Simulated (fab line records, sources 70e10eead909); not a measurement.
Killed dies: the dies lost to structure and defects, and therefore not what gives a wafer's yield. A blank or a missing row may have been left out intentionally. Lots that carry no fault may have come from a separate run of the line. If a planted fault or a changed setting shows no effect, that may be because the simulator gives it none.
fab line records	flow nand-harc
record: lots: 6	wafers: 18	last-day: 33
route steps=1302 shown P_GATE@128 END@1302
lots with no fault: from the same line, run without faults
start-h: start of the lot's first displayed wafer, in hours after the record's first day	wait-h: hours from the lot's prior step to this one	" repeats the value in the row above	L1.1+2: one row covering several wafers at once	- no value, or no start was given	* or withheld: withheld	< > ~ a bound
route shown NAME@n: NAME is a module with steps in the file, n the number in the route of the first one	usual: mean/standard deviation taken from wafers without a fault	same: alike in all rows	chamber/n: place in a boat	sites: each site's reading	_std_site: the values' standard deviation	_edge_site: inner sites' mean taken away from outer sites' mean	radius-mm: for every site, how far away it sits from the centre of the wafer	mask NAME#n: copy n	behind: the tool/chamber that last shaped the wafer	hold: why the lot went on hold/how many hours it stayed there/how the hold came to an end	device: names the non-switching transistor (n, p or np)	end of line: the route-end tests of the same wafers	step lacking rows: just its recipe	killed: the dies lost at the first sort to structure and to defects; this is not the yield of the wafer	map: shows each die of a wafer: x if killed, . if not, _ if none is there
set.NAME: the setting as run; set.NAME@STEP: as run at that earlier step	model.NAME: the simulator's own value behind a step, which no gauge read
certain route steps with their lots: each step a table, each wafer a row
services: when a tool's chamber went out of use (start-h, in hours from the record's first day, below 0 if earlier), for how many hours, and the reason
== steps ==
step: NHARC_P_GATE_SRD_72
step: NHARC_P_GATE_OXIDE_16
recipe: target-thk-a: 30	temp-c: 875	ox-time-s: 392	material: SiO2
step: NHARC_P_GATE_CVD_17
recipe: target-thk-a: 1500	temp-c: 620	time-s: 900	material: poly-Si
step: NHARC_P_GATE_HM_DEP_102
recipe: target-thk-a: 1200	temp-c: 400	material: aC
usual: susceptor-temp-C: 399.97/0.22	throttle-valve-pct: 35.000/0.0089
lot.wafer	tool	chamber	start-h	wait-h	susceptor-temp-C	throttle-valve-pct
L434.2	acl-dep-03	0	115.17	0.5	400.49	35.009
L434.3	"	0	"	"	399.77	34.988
L434.5	"	0	"	"	400.23	34.994
L436.1	acl-dep-02	0	133.90	0.4	-	35.003
L436.2	"	0	"	"	-	35.010
L436.6	"	0	"	"	-	35.002
L447.1	acl-dep-01	0	252.09	5.6	399.75	35.001
L447.3	"	0	"	"	399.66	35.008
L447.4	"	0	"	"	399.98	34.998
L448.1	acl-dep-03	0	260.43	1.8	399.92	35.003
L448.3	"	0	"	"	400.13	35.010
L448.4	"	0	"	"	400.03	35.018
L454.3	acl-dep-02	0	313.94	0.9	400.08	34.993
L454.4	"	0	"	"	399.96	35.017
L454.5	"	0	"	"	400.11	34.993
L455.3	acl-dep-03	0	327.49	0.6	399.77	34.997
L455.4	"	0	"	"	399.94	34.996
L455.6	"	0	"	"	399.54	35.004
step: NHARC_P_GATE_DEP_103
recipe: target-thk-a: 300	target-thk-nm: 30	temp-c: 400	flow-sccm: 200	rf-w: 350	material: SiON
usual: heater-power-w: 727/80	susceptor-temp-C: 399.99/0.23
lot.wafer	tool	chamber	start-h	wait-h	heater-power-w	susceptor-temp-C
L434.2	pecvd-04	0	115.73	0.5	719	400.12
L434.3	"	2	"	"	788	400.08
L434.5	"	0	"	"	702	399.92
L436.1	pecvd-03	2	134.70	0.7	736	400.36
L436.2	"	1	"	"	574	400.09
L436.6	"	0	"	"	778	400.19
L447.3	pecvd-03	2	252.76	0.3	727	400.21
L447.1	"	1	"	"	572	399.86
L447.4	"	2	"	"	720	399.92
L448.1	pecvd-01	0	261.10	0.6	831	399.87
L448.3	"	1	"	"	805	400.05
L448.4	"	1	"	"	802	400.10
L454.3	pecvd-04	2	314.56	0.5	761	399.79
L454.4	"	1	"	"	656	400.07
L454.5	"	0	"	"	754	399.90
L455.3	pecvd-01	1	328.00	0.4	798	399.88
L455.4	"	2	"	"	851	399.99
L455.6	"	0	"	"	792	400.20
step: NHARC_P_GATE_DEHYDRATE_18
recipe: temp-c: 150	time-s: 120
step: NHARC_P_GATE_HMDS_19
recipe: time-s: 30
step: NHARC_P_GATE_COAT_20
recipe: spin-rpm: 1500	resist-thk-nm: 90
step: NHARC_P_GATE_SOFTBAKE_21
recipe: temp-c: 105	time-s: 55
step: NHARC_P_GATE_EBR_22
step: NHARC_P_GATE_EXPOSE_23
recipe: na: 1.35	target-cd-nm: 120	dose-mj: 93.91	mask-id: P_GATE
step: NHARC_P_GATE_PEB_24
recipe: peb-temp-c: 100	peb-time-s: 65
step: NHARC_P_GATE_DEVELOP_25
recipe: develop-time-s: 35	dev-temp-c: 23
lot.wafer	tool	chamber	start-h	wait-h
L434.2+3+5	litho-track-04	0	116	-
L436.1+2+6	litho-track-01	0	135	-
L447.1+3+4	litho-track-01	0	253	-
L448.1+3+4	litho-track-01	0	261	-
L454.3+4+5	litho-track-04	0	315	-
L455.3+4+6	litho-track-06	0	328	-
step: NHARC_P_GATE_CD_MEAS_26
recipe: target-cd-nm: 120	landing-energy-ev: 500
usual: cd-nm: 120.2/0.52
lot.wafer	tool	chamber	start-h	wait-h	cd-nm
L434.2	cd-sem-01	0	116.51	-	120.0
L434.3	"	0	"	"	120.5
L434.5	"	0	"	"	119.9
L436.1	cd-sem-01	0	135.25	-	120.2
L436.2	"	0	"	"	120.3
L436.6	"	0	"	"	120.8
L447.1	cd-sem-01	0	253.34	-	117.9
L447.3	"	0	"	"	118.2
L447.4	"	0	"	"	118.1
L448.1	cd-sem-03	0	261.78	-	118.4
L448.3	"	0	"	"	117.8
L448.4	"	0	"	"	117.8
L454.3	cd-sem-01	0	315.21	-	120.0
L454.4	"	0	"	"	120.0
L454.5	"	0	"	"	121.4
L455.3	cd-sem-01	0	328.62	-	120.1
L455.4	"	0	"	"	120.4
L455.6	"	0	"	"	120.5
step: NHARC_P_GATE_OVL_MEAS_27
usual: overlay-x-nm: 0.2/0.88	overlay-y-nm: 0.2/0.91
lot.wafer	tool	chamber	start-h	wait-h	overlay-x-nm	overlay-y-nm
L434.2	overlay-01	-	116.59	-	-0.4	0.9
L434.3	"	-	"	"	-0.7	0.9
L434.5	"	-	"	"	-0.6	0.6
L436.1	overlay-01	-	135.34	-	1.4	0.4
L436.2	"	-	"	"	1.0	0.3
L436.6	"	-	"	"	1.8	0.4
L447.1	overlay-01	-	253.42	-	0.6	-0.5
L447.3	"	-	"	"	1.1	-1.5
L447.4	"	-	"	"	-0.1	-1.2
L448.1	overlay-02	-	261.87	-	0.1	-0.7
L448.3	"	-	"	"	0.5	-0.7
L448.4	"	-	"	"	0.4	-0.8
L454.3	overlay-01	-	315.30	-	-1.4	-0.5
L454.4	"	-	"	"	-1.4	-0.4
L454.5	"	-	"	"	-0.8	-0.3
L455.3	overlay-01	-	328.71	-	-1.2	-0.6
L455.4	"	-	"	"	-1.4	-0.5
L455.6	"	-	"	"	-0.7	-0.2
step: NHARC_P_GATE_INSPECT_28
usual: raw-defect-count: 6/3.1
lot.wafer	tool	chamber	start-h	wait-h	raw-defect-count
L434.2	defect-inspect-01	-	116.63	0.0	12
L434.3	"	-	"	"	8
L434.5	"	-	"	"	14
L436.1	defect-inspect-02	-	135.37	0.0	0
L436.2	"	-	"	"	10
L436.6	"	-	"	"	7
L447.1	defect-inspect-02	-	253.46	0.0	4
L447.3	"	-	"	"	11
L447.4	"	-	"	"	2
L448.1	defect-inspect-01	-	261.90	0.0	11
L448.3	"	-	"	"	3
L448.4	"	-	"	"	8
L454.3	defect-inspect-02	-	315.33	0.0	8
L454.4	"	-	"	"	10
L454.5	"	-	"	"	12
L455.3	defect-inspect-01	-	328.75	0.0	6
L455.4	"	-	"	"	6
L455.6	"	-	"	"	5
step: NHARC_P_GATE_DESCUM_31
recipe: time-s: 3	o2-flow-sccm: 200	ar-flow-sccm: 0	bias-power-w: 0	chemistry: O2
usual: drypump-motor-current-A: 5.5/0.48	oes-product-au: 0.997/0.01	rf-vpp-V: 57.7/1	showerhead-plenum-p-Torr: 1.91/0.094	throttle-valve-pct: 11.310/0.0076
lot.wafer	tool	chamber	start-h	wait-h	drypump-motor-current-A	oes-product-au	rf-hours-counter-h	rf-vpp-V	showerhead-plenum-p-Torr	throttle-valve-pct	model.P_GATE.cd-nm
L434.3	rie-diel-12	0	116.69	0.1	5.7	0.988	0.7	57.5	2.05	11.311	120.4
L434.2	"	1	"	"	6.1	0.999	0.8	57.2	1.84	11.313	120.6
L434.5	"	1	"	"	6.1	1.004	-	56.9	1.84	11.316	120.1
L436.1	rie-diel-04	3	135.45	0.1	5.2	0.991	5.5	58.4	2.06	11.297	120.1
L436.2	"	0	"	"	5.2	1.001	4.8	58.0	1.95	11.315	120.2
L436.6	"	2	"	"	5.9	1.009	-	56.9	1.79	11.316	121.1
L447.1	rie-diel-04	0	253.53	0.1	5.2	1.010	4.8	59.0	1.95	11.320	118.1
L447.4	"	1	"	"	5.5	1.008	3.8	58.0	1.80	11.315	119
L447.3	"	2	"	"	5.8	1.018	3.0	57.3	1.79	11.321	118.3
L448.1	rie-diel-12	2	261.96	0.1	4.8	1.003	6.9	58.6	1.98	11.309	118.2
L448.4	"	3	"	"	6.1	0.995	7.6	56.9	1.88	11.304	118
L448.3	"	0	"	"	5.6	0.997	7.3	58.1	2.04	11.309	118.3
L454.3	rie-diel-04	1	315.39	0.1	5.5	1.004	5.4	56.9	1.80	11.314	121.3
L454.4	"	1	"	"	5.5	1.008	-	57.6	1.80	11.321	121.1
L454.5	"	3	"	"	5.2	1.004	-	59.4	2.06	11.310	121.3
L455.4	rie-diel-11	0	328.81	0.1	4.7	0.985	3.6	59.2	1.97	11.297	121.2
L455.3	"	3	"	"	5.8	0.982	5.1	57.6	1.85	11.309	120.3
L455.6	"	1	"	"	5.3	0.990	-	57.0	1.83	11.305	121.1
step: NHARC_P_GATE_ETCH_104
recipe: target-depth-a: 600	time-s: withheld	cf4-flow-sccm: 100	chf3-flow-sccm: 30	ar-flow-sccm: 0	rf-w: 500	bias-w: 200	chemistry: CF4/CHF3
usual: drypump-motor-current-A: 5.5/0.47	oes-product-au: 0.949/0.017	rf-vpp-V: 370.5/2.5	showerhead-plenum-p-Torr: 1.57/0.072	throttle-valve-pct: 16.801/0.0087
lot.wafer	tool	chamber	start-h	wait-h	drypump-motor-current-A	oes-product-au	rf-vpp-V	showerhead-plenum-p-Torr	throttle-valve-pct	model.P_GATE.cd-nm
L434.3	rie-diel-12	2	116.79	0.1	4.8	0.973	373.0	1.63	16.786	120.3
L434.2	"	3	"	"	6.1	0.971	369.6	1.55	16.819	120.7
L434.5	"	0	"	"	5.6	0.942	374.2	1.68	16.810	120.7
L436.2	rie-diel-04	0	135.52	0.1	5.2	0.935	371.4	1.60	16.818	120.9
L436.1	"	1	"	"	5.5	0.943	368.4	1.48	16.802	120.6
L436.6	"	1	"	"	5.5	0.937	368.5	1.48	16.805	121.7
L447.3	rie-diel-04	2	253.61	0.1	5.8	0.940	368.0	1.48	16.798	118.7
L447.1	"	3	"	"	5.2	0.933	375.0	1.69	16.804	118.4
L447.4	"	1	"	"	5.5	0.928	367.2	1.48	16.806	119.1
L448.3	rie-diel-12	2	262.05	0.1	4.7	0.961	372.5	1.63	16.810	118.1
L448.4	"	0	"	"	5.7	0.975	376.0	1.67	16.812	118.2
L448.1	"	1	"	"	6.2	0.977	369.1	1.51	16.805	118.2
L454.3	rie-diel-04	2	315.51	0.1	5.8	0.945	368.0	1.48	16.794	121.5
L454.5	"	3	"	"	5.2	0.944	373.8	1.69	16.793	121.5
L454.4	"	1	"	"	5.6	0.945	367.9	1.48	16.794	121.4
L455.4	rie-diel-11	2	328.89	0.1	6.1	0.980	371.4	1.61	16.798	120.9
L455.3	"	3	"	"	5.8	0.959	369.4	1.52	16.804	120.6
L455.6	"	3	"	"	5.8	0.969	369.6	1.52	16.797	121.5
step: NHARC_P_GATE_HM_OPEN_105
recipe: target-depth-a: 3600	o2-flow-sccm: 400	cos-flow-sccm: 20	ar-flow-sccm: 0	rf-w: 500	bias-w: 300	chemistry: O2/COS
usual: drypump-motor-current-A: 5.5/0.47	oes-product-au: 0.996/0.01	rf-vpp-V: 467/3.3	showerhead-plenum-p-Torr: 3.11/0.15	throttle-valve-pct: 28.329/0.0092
lot.wafer	tool	chamber	start-h	wait-h	drypump-motor-current-A	oes-product-au	rf-hours-counter-h	rf-vpp-V	showerhead-plenum-p-Torr	throttle-valve-pct
L434.3	rie-diel-12	2	-	-	4.7	0.987	0.7	471	3.23	28.344
L434.2	"	0	"	"	5.7	0.989	0.7	471	3.33	28.333
L434.5	"	1	"	"	6.2	0.995	-	464	3.01	28.313
L436.1	rie-diel-04	2	-	-	5.9	1.003	6.4	464	2.93	28.341
L436.2	"	1	"	"	5.6	1.015	5.8	464	2.94	28.332
L436.6	"	2	"	"	5.9	1.008	-	462	2.93	28.316
L447.3	rie-diel-04	3	-	-	5.2	0.991	4.9	473	3.35	28.344
L447.1	"	0	"	"	5.2	0.987	4.8	469	3.18	28.323
L447.4	"	1	"	"	5.6	0.993	3.8	463	2.94	28.330
L448.4	rie-diel-12	3	-	-	6.1	0.988	7.6	466	3.07	28.339
L448.3	"	0	"	"	5.6	0.996	7.3	473	3.32	28.330
L448.1	"	2	"	"	4.7	1.002	6.9	469	3.23	28.338
L454.3	rie-diel-04	1	-	-	5.6	1.002	5.4	463	2.94	28.333
L454.5	"	3	"	"	5.2	0.990	-	472	3.35	28.327
L454.4	"	1	"	"	5.5	1.009	-	463	2.94	28.325
L455.3	rie-diel-11	2	-	-	6.1	0.998	3.9	468	3.19	28.341
L455.4	"	3	"	"	5.8	0.987	5.1	466	3.03	28.326
L455.6	"	1	"	"	5.3	1.004	-	464	2.99	28.334
step: NHARC_END_SORT_01
recipe: temp-c: 25
usual: killed-at-array: 46/16	killed-at-other: 0.9/1.3	killed-at-periphery: 4.1/3	killed-dies: 51/17	killed-open: 3.5/1.8	killed-short: 2.5/1.8
same: gross-dies: 677
lot.wafer	tool	chamber	start-h	wait-h	killed-at-array	killed-at-other	killed-at-periphery	killed-dies	killed-open	killed-short
L434.2	prober-02	0	588.54	2.8	32	1	2	35	2	3
L434.3	prober-02	0	589.33	3.1	46	0	2	48	6	1
L434.5	prober-02	0	590.89	3.6	43	0	1	44	1	0
L436.1	prober-01	0	608.43	2.6	68	1	5	74	1	0
L436.2	prober-01	0	609.23	2.9	75	0	5	80	2	5
L436.6	prober-01	0	612.44	4.0	67	0	9	76	5	0
L447.1	prober-01	0	705.65	2.5	30	0	5	35	3	1
L447.3	prober-01	0	707.27	3.1	42	0	5	47	2	1
L447.4	prober-01	0	708.07	3.4	46	0	11	57	5	4
L448.1	prober-02	0	742.20	2.5	73	0	1	74	1	2
L448.3	prober-02	0	743.82	3.1	81	0	7	88	3	5
L448.4	prober-02	0	744.63	3.4	96	1	6	103	2	4
L455.3	prober-01	0	792.52	3.1	50	4	1	55	3	4
L455.4	prober-01	0	793.32	3.4	51	3	1	55	7	2
L455.6	prober-01	0	794.93	4.0	63	1	3	67	6	4
killed by level:class
L434.2 A_CHANNEL_HOLE_D2:chamber-film-flake=20 A_CHANNEL_HOLE_D1:chamber-film-flake=4 A_ONON_D1:geometric-particle:short=2 A_M0:chamber-film-flake=2 A_ONON_D1:geometric-particle:open=1 A_ONON_D2:geometric-particle:short=1 A_WL_FILL:geometric-particle:open=1 P_STI:chamber-film-flake=1
L434.3 A_CHANNEL_HOLE_D2:chamber-film-flake=34 A_ONON_D1:geometric-particle:open=3 P_STI:chamber-film-flake=2 A_M0:chamber-film-flake=2 A_SOURCE_PLATE:geometric-particle:open=1 A_CHANNEL_FILL_D2:geometric-particle:open=1 A_WL_FILL:geometric-particle:short=1 A_WL_FILL:geometric-particle:open=1
L434.5 A_CHANNEL_HOLE_D2:chamber-film-flake=29 A_STAIRCASE:chamber-film-flake=3 A_M0:chamber-film-flake=3 A_ZERO_WELL:chamber-film-flake=2 A_CHANNEL_HOLE_D1:chamber-film-flake=2 A_CHANNEL_FILL_D2:chamber-film-flake=2 A_BLC:geometric-particle:open=1 P_STI:chamber-film-flake=1
L436.1 A_CHANNEL_HOLE_D1:chamber-film-flake=34 A_CHANNEL_HOLE_D2:chamber-film-flake=18 A_CONTACT:chamber-film-flake=9 P_CONTACT:chamber-film-flake=5 A_WL_FILL:chamber-film-flake=3 A_STAIRCASE:chamber-film-flake=2 A_BLC:geometric-particle:open=1 A_CHANNEL_FILL_D1:chamber-film-flake=1
L436.2 A_CHANNEL_HOLE_D2:chamber-film-flake=35 A_CHANNEL_HOLE_D1:chamber-film-flake=19 A_WL_FILL:chamber-film-flake=5 A_CONTACT:chamber-film-flake=4 A_BLC:geometric-particle:short=3 P_CONTACT:chamber-film-flake=3 A_ZERO_WELL:chamber-film-flake=2 A_DECK1_JOINT:chamber-film-flake=2
L436.6 A_CHANNEL_HOLE_D1:chamber-film-flake=31 A_CHANNEL_HOLE_D2:chamber-film-flake=21 P_CONTACT:chamber-film-flake=7 A_CONTACT:chamber-film-flake=5 A_STAIRCASE:chamber-film-flake=4 A_WL_FILL:chamber-film-flake=2 P_CONTACT:geometric-particle:open=1 A_ONON_D1:geometric-particle:open=1
L447.1 A_CHANNEL_HOLE_D2:chamber-film-flake=15 A_CHANNEL_HOLE_D1:chamber-film-flake=5 A_CONTACT:chamber-film-flake=4 P_GATE:chamber-film-flake=2 P_GATE:geometric-particle:open=1 A_CHANNEL_FILL_D2:geometric-particle:open=1 A_WL_FILL:geometric-particle:short=1 A_WL_FILL:geometric-particle:open=1
L447.3 A_CHANNEL_HOLE_D2:chamber-film-flake=23 A_CHANNEL_HOLE_D1:chamber-film-flake=5 A_CONTACT:chamber-film-flake=4 P_ZERO_WELL:chamber-film-flake=2 P_GATE:chamber-film-flake=2 A_STAIRCASE:chamber-film-flake=2 A_CHANNEL_FILL_D2:chamber-film-flake=2 A_SLIT:chamber-film-flake=2
L447.4 A_CHANNEL_HOLE_D2:chamber-film-flake=17 A_CHANNEL_HOLE_D1:chamber-film-flake=8 P_GATE:chamber-film-flake=6 A_CONTACT:chamber-film-flake=5 P_ZERO_WELL:chamber-film-flake=2 P_M2:chamber-film-flake=2 A_ZERO_WELL:chamber-film-flake=2 A_SGD_CUT:chamber-film-flake=2
L448.1 A_SLIT:chamber-film-flake=21 A_CHANNEL_HOLE_D1:chamber-film-flake=19 A_CHANNEL_HOLE_D2:chamber-film-flake=18 A_STAIRCASE:chamber-film-flake=4 A_CONTACT:chamber-film-flake=4 A_WL_FILL:chamber-film-flake=2 A_CHANNEL_FILL_D1:geometric-particle:short=1 A_M1:geometric-particle:open=1
L448.3 A_SLIT:chamber-film-flake=27 A_CHANNEL_HOLE_D1:chamber-film-flake=21 A_CHANNEL_HOLE_D2:chamber-film-flake=15 P_GATE:chamber-film-flake=4 A_WL_FILL:chamber-film-flake=4 A_CONTACT:chamber-film-flake=3 A_STAIRCASE:chamber-film-flake=2 P_GATE:geometric-particle:short=1
L448.4 A_CHANNEL_HOLE_D1:chamber-film-flake=30 A_CHANNEL_HOLE_D2:chamber-film-flake=28 A_SLIT:chamber-film-flake=19 A_CONTACT:chamber-film-flake=8 A_STAIRCASE:chamber-film-flake=5 P_GATE:chamber-film-flake=3 P_M0:geometric-particle:open=1 P_M0:geometric-particle:short=1
L455.3 A_CHANNEL_HOLE_D2:chamber-film-flake=21 A_SLIT:chamber-film-flake=12 A_STAIRCASE:chamber-film-flake=8 A_CONTACT:chamber-film-flake=3 THIN_TSV:chamber-film-flake=3 P_CONTACT:geometric-particle:open=1 A_ONON_D1:geometric-particle:open=1 A_ONON_D2:geometric-particle:short=1
L455.4 A_CHANNEL_HOLE_D2:chamber-film-flake=16 A_STAIRCASE:chamber-film-flake=7 A_SLIT:chamber-film-flake=7 A_CONTACT:chamber-film-flake=7 A_ONON_D2:geometric-particle:open=2 A_CHANNEL_HOLE_D2:geometric-particle:open=2 A_CHANNEL_HOLE_D1:chamber-film-flake=2 THIN_TSV:chamber-film-flake=2
L455.6 A_CHANNEL_HOLE_D2:chamber-film-flake=21 A_SLIT:chamber-film-flake=16 A_CONTACT:chamber-film-flake=8 A_STAIRCASE:chamber-film-flake=4 A_SGD_CUT:chamber-film-flake=4 A_DECK1_JOINT:geometric-particle:open=2 A_WL_FILL:geometric-particle:open=2 P_M1:geometric-particle:short=1
== services ==
tool	chamber	start-h	hours	kind
rie-diel-12	-	91.40	9.0	pm
pecvd-04	1	100.02	21.8	repair
acl-dep-03	-	116.81	13.0	pm
pecvd-01	-	130.18	13.0	pm
rie-diel-12	2	132.61	3.4	repair
rie-diel-11	3	149.74	8.9	repair
litho-track-01	-	155.00	7.0	pm
acl-dep-02	-	157.32	5.3	repair
rie-diel-12	2	171.27	3.3	repair
rie-diel-04	0	176.63	23.5	repair
rie-diel-04	-	177.90	9.0	pm
pecvd-03	-	185.47	13.0	pm
rie-diel-11	1	206.31	2.0	repair
rie-diel-11	2	224.62	5.0	repair
rie-diel-04	2	235.87	5.6	repair
rie-diel-04	1	236.76	4.6	repair
rie-diel-12	2	236.78	9.8	repair
rie-diel-11	-	255.57	9.0	pm
rie-diel-12	-	268.52	9.0	pm
rie-diel-11	0	270.32	8.9	repair
rie-diel-04	2	298.19	2.4	repair
acl-dep-03	-	300.13	13.0	pm
rie-diel-04	0	312.23	18.8	repair
rie-diel-11	0	316.61	6.7	repair
== key ==
first-sign: step: NHARC_P_GATE_CD_MEAS_26	reading: cd-nm	direction: down	sigmas: 4.1	usual: 120.2	struck: 118.0
effect none on later readings
model-effect: step: NHARC_P_GATE_DESCUM_31	value: P_GATE.cd-nm	without: 120.8	struck: 118.3
model-effect: step: NHARC_P_GATE_ETCH_104	value: P_GATE.cd-nm	without: 120.9	struck: 118.5
met-at NHARC_P_GATE_DEVELOP_25
struck-wafers L447.1,L447.3,L447.4,L448.1,L448.3,L448.4
tester-left-out L447,L448
onset-between 135 253
fault: kind: process-parameter-drift	tool: litho-track-01	chamber: -	onset-h: 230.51	steps: NHARC_P_GATE_DEVELOP_25	channel: develop-time-s	offset: *	shape: step	end-h: 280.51	acts-in: *	stated: *
tester-left-out: of these lots the tester's yield and bins aren't shown, on N5 and GAA mostly nor the transistor test; their killed dies are dies lost to structure and defects alone, not to doping, threshold or leakage, so they don't give the yield
